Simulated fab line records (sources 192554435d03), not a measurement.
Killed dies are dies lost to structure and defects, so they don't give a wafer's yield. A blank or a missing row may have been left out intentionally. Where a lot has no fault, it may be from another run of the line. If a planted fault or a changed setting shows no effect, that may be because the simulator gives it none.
Chamber matching :: flow n5 finfet :: 3 sister chambers for N5_BEOL_M4_PRE_CLEAN_60 on cvd co-02
The step time 15 s. 27 wafers are shown with their chamber, then 12 later ones without.

== WAFERS, EACH WITH ITS CHAMBER ==
wafer: L074.1
chamber: 2
heater power w (W): 50

wafer: L074.3
chamber: 0
heater power w (W): 114

wafer: L074.6
chamber: 0
heater power w (W): 114

wafer: L076.4
chamber: 1
heater power w (W): 42

wafer: L076.5
chamber: 2
heater power w (W): 48

wafer: L076.6
chamber: 0
heater power w (W): 115

wafer: L078.1
chamber: 2
heater power w (W): 50

wafer: L078.5
chamber: 0
heater power w (W): 113

wafer: L078.6
chamber: 1
heater power w (W): 43

wafer: L079.1
chamber: 1
heater power w (W): 43

wafer: L079.4
chamber: 1
heater power w (W): 44

wafer: L079.5
chamber: 2
heater power w (W): 51

wafer: L082.3
chamber: 1
heater power w (W): 44

wafer: L082.5
chamber: 1
heater power w (W): 43

wafer: L082.6
chamber: 2
heater power w (W): 50

wafer: L088.4
chamber: 0
heater power w (W): 115

wafer: L088.5
chamber: 0
heater power w (W): 115

wafer: L088.6
chamber: 0
heater power w (W): 116

wafer: L086.2
chamber: 0
heater power w (W): 115

wafer: L086.3
chamber: 0
heater power w (W): 115

wafer: L086.6
chamber: 0
heater power w (W): 116

wafer: L089.1
chamber: 2
heater power w (W): 51

wafer: L089.3
chamber: 1
heater power w (W): 43

wafer: L089.5
chamber: 2
heater power w (W): 52

wafer: L091.2
chamber: 2
heater power w (W): 50

wafer: L091.4
chamber: 0
heater power w (W): 113

wafer: L091.6
chamber: 1
heater power w (W): 44

SIGNATURES (means of the wafers above)
reading: heater power w
chamber 0: 114.64
chamber 1: 43.25
chamber 2: 50.25
scatter within a chamber: 0.99
Rule: a wafer's distance from a chamber is the root of the sum, over the readings, of the square of ((its reading less the chamber's mean) divided by the reading's scatter). The wafer belongs to the nearest chamber; if the next one is less than 2 further off, it can't be placed. How the scatter is found: for the shown wafers, subtract from each reading the mean of its chamber, square and add these, divide the total by (wafers less chambers), then take the root.

== WAFERS WITHOUT THEIR CHAMBER ==
wafer: L093.2
heater power w (W): 117

wafer: L093.4
heater power w (W): 114

wafer: L093.5
heater power w (W): 43

wafer: L094.1
heater power w (W): 115

wafer: L094.4
heater power w (W): 52

wafer: L094.5
heater power w (W): 116

wafer: L095.2
heater power w (W): 51

wafer: L095.5
heater power w (W): 44

wafer: L095.6
heater power w (W): 114

wafer: L097.3
heater power w (W): 44

wafer: L097.4
heater power w (W): 51

wafer: L097.5
heater power w (W): 43

== THE CHAMBER EACH PASSED THROUGH ==
wafer: L093.2
from the rows above: 0
in truth: 0

wafer: L093.4
from the rows above: 0
in truth: 0

wafer: L093.5
from the rows above: 1
in truth: 1

wafer: L094.1
from the rows above: 0
in truth: 0

wafer: L094.4
from the rows above: 2
in truth: 2

wafer: L094.5
from the rows above: 0
in truth: 0

wafer: L095.2
from the rows above: 2
in truth: 2

wafer: L095.5
from the rows above: 1
in truth: 1

wafer: L095.6
from the rows above: 0
in truth: 0

wafer: L097.3
from the rows above: 1
in truth: 1

wafer: L097.4
from the rows above: 2
in truth: 2

wafer: L097.5
from the rows above: 1
in truth: 1
Correct placement for 12 of the 12. Can't be placed from these rows: 0. Wrongly placed: 0.
